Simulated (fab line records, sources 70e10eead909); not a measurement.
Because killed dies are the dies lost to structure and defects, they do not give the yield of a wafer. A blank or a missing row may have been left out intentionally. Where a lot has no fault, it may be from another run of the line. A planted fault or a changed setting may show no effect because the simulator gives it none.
Chamber matching ; flow nand_harc ; rie_diel-13 running NHARC_P_GATE_DESCUM_31: 4 sister chambers
The step chemistry O2, time 3 s. 22 wafers are shown with their chamber, then 11 later ones without.

## EACH WAFER AND ITS CHAMBER
wafer;chamber;showerhead_plenum_p_Torr (Torr);drypump_motor_current_A (A);oes_product_au (a.u.)
L075.1;1;2.02;5.6;1.003
L075.2;2;1.91;5.8;1.017
L075.3;3;1.95;5.8;0.992
L079.2;1;2.02;5.6;1.008
L079.3;0;1.78;5.6;0.992
L079.6;1;2.02;5.5;1.003
L080.2;0;1.78;5.7;0.993
L080.3;1;2.01;5.6;1.002
L080.4;2;1.91;5.8;0.983
L082.1;1;2.02;5.6;1.008
L082.2;2;1.91;5.8;0.984
L082.5;2;1.91;5.8;0.998
L087.1;2;1.90;5.8;1.011
L087.2;1;2.01;5.5;0.998
L087.3;3;1.94;5.9;0.996
L086.1;2;1.91;5.8;1.006
L086.3;1;2.01;5.5;1.012
L086.5;1;2.01;5.5;1.001
L085.2;3;1.94;5.9;0.987
L085.5;0;1.78;5.7;0.989
L085.6;3;1.94;5.9;0.998
L090.1;3;1.94;5.8;0.999

SIGNATURES (means of the wafers above)
reading;chamber 0;chamber 1;chamber 2;chamber 3;scatter within a chamber
showerhead_plenum_p_Torr;1.7800;2.0150;1.9083;1.9420;0.00449
drypump_motor_current_A;5.667;5.550;5.800;5.860;0.0463
oes_product_au;0.99133;1.00438;0.99983;0.99440;0.00832
Rule: for a wafer and a chamber, the distance is found by dividing, reading by reading, the gap between the wafer's reading and the chamber's mean by the reading's scatter, squaring, summing and taking the root. If the next closest chamber is less than 2 further off than the closest, the wafer can't be placed; otherwise it belongs to the closest. The scatter: the root of (the sum of the squares of (reading less its chamber's mean) over the shown wafers, divided by (wafers less chambers)).

## WAFERS WITH NO CHAMBER GIVEN
wafer;showerhead_plenum_p_Torr (Torr);drypump_motor_current_A (A);oes_product_au (a.u.)
L090.3;2.01;5.6;1.008
L090.5;2.01;5.6;1.011
L092.1;1.90;5.8;0.997
L092.3;1.90;5.9;0.996
L092.4;2.01;5.6;1.007
L094.1;1.90;5.8;0.991
L094.3;1.90;5.8;0.994
L094.6;1.90;5.8;0.999
L097.1;1.94;5.8;0.999
L097.3;2.01;5.5;1.022
L097.4;2.01;5.6;1.021

## THE CHAMBER EACH PASSED THROUGH
wafer;from the rows above;in truth
L090.3;1;1
L090.5;1;1
L092.1;2;2
L092.3;2;2
L092.4;1;1
L094.1;2;2
L094.3;2;2
L094.6;2;2
L097.1;3;3
L097.3;1;1
L097.4;1;1
Placed correctly: 11 of 11. From these rows, 0 cannot be placed. Placed wrongly: 0.
